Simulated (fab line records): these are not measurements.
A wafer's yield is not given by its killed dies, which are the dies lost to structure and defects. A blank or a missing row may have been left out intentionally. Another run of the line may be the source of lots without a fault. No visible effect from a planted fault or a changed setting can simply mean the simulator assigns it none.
Split-lot study ; flow n5 finfet ; on a route of 1938 steps: 7 lots, 21 wafers read

## THE SPLIT ITSELF
At N5_BEOL_M8_DEP_56 (deposits SiCN from 3MS/NH3, target thk 10 nm, time 17.5 s), the setting time s was moved away from the recipe's 17.5 s on 5 of the 21 wafers read, by -12.9% to +9.8%. All remaining wafers had this setting at the recipe value.

The split's own step is where the reading is taken.

## THE READING
SiCN_of_BEOL_M8_DEP_56.thk nm (the simulator's own value, which no gauge read), in nm, at N5_BEOL_M8_DEP_56 (deposits SiCN from 3MS/NH3, target thk 10 nm, time 17.5 s). The file gives no usual value for it. Average 9.9 nm, standard deviation 0.25 nm, over the 16 wafers here run with the recipe.

wafer;tool, chamber at the split;time s as run, s;against the recipe;SiCN_of_BEOL_M8_DEP_56.thk nm, nm;against lot-mates on the recipe
L077.1;pecvd-04, 2,1;17.5;recipe;9.8;-
L077.5;pecvd-04, 2,1;17.5;recipe;9.8;-
L077.6;pecvd-04, 0;17.5;recipe;10.2;-
L080.1;pecvd-04, 0;17.5;recipe;10.2;-
L080.3;pecvd-04, 2;17.5;recipe;10;-
L080.6;pecvd-04, 0;17.5;recipe;10.4;-
L081.1;pecvd-03, 2;16.23;-7.3%;9;-0.8
L081.2;pecvd-03, 1,2;17.5;recipe;9.8;-
L081.5;pecvd-03, 1,2;17.5;recipe;9.8;-
L082.2;pecvd-04, 0;17.5;recipe;10.2;-
L082.3;pecvd-04, 2;17.5;recipe;9.8;-
L082.4;pecvd-04, 0;15.24;-12.9%;8.8;-1.2
L086.2;pecvd-03, 0;17.5;recipe;9.6;-
L086.5;pecvd-03, 1;18.6;+6.3%;10.6;+0.9
L086.6;pecvd-03, 2;17.5;recipe;9.8;-
L091.3;pecvd-04, 1,2;17.5;recipe;9.8;-
L091.4;pecvd-04, 1,2;17.5;recipe;9.8;-
L091.6;pecvd-04, 0;17.5;recipe;10.4;-
L093.2;pecvd-01, 2;19.22;+9.8%;10.8;+1.2
L093.3;pecvd-01, 1;17.5;recipe;9.6;-
L093.5;pecvd-01, 2;19.22;+9.8%;11;+1.4
Where a row lists several chambers, the file gives one row for several wafers and doesn't say which wafer went through which chamber.

FIT RESULTS
A straight line over all 21 wafers: SiCN_of_BEOL_M8_DEP_56.thk nm changes by +0.0986 nm for each +1% of time s; r = +0.89; the points scatter about the line by 0.24 nm.
The same after taking each lot's own level away (the mean of its wafers on the recipe; 21 wafers): +0.116 nm for each +1%; r = +0.95; scatter 0.19 nm.
Per that fit: largest time s move, reading shift of 1.5 nm.
Across the lots, their own levels run from 9.60 to 10.20 nm, a range of 2.4 times the standard deviation given above.
Thus the slope moves with the lot-to-lot level: the two fits are different.
Check: with one of the wafers moved furthest among these (-12.9%) left out of the fit, the line predicts -1.65 nm for it against its lot-mates. It came out at -1.2 nm against them.

## THESE WAFERS: OTHER SPLITS
These wafers also went through other splits before the reading. Each is held against what the fit with the lots' levels taken away leaves over:
other split on the same wafers;wafers away from the commonest value;r with SiCN_of_BEOL_M8_DEP_56.thk nm (lot level and that fit taken away)
N5_BEOL_M5_ILD_DEP_00 time s;8;-0.20
N5_BEOL_M5_COAT_05 spin rpm;9;-0.01
N5_BEOL_M6_COAT_22 spin rpm;7;-0.16
N5_BEOL_M7_COAT_05 spin rpm;6;+0.37
N5_BEOL_M8_PECVD_70 time s;7;-0.05

## FILE'S OWN FIT
SiCN_of_BEOL_M8_DEP_56.thk nm changes by +0.112 nm for each +1% of time s, r = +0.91.
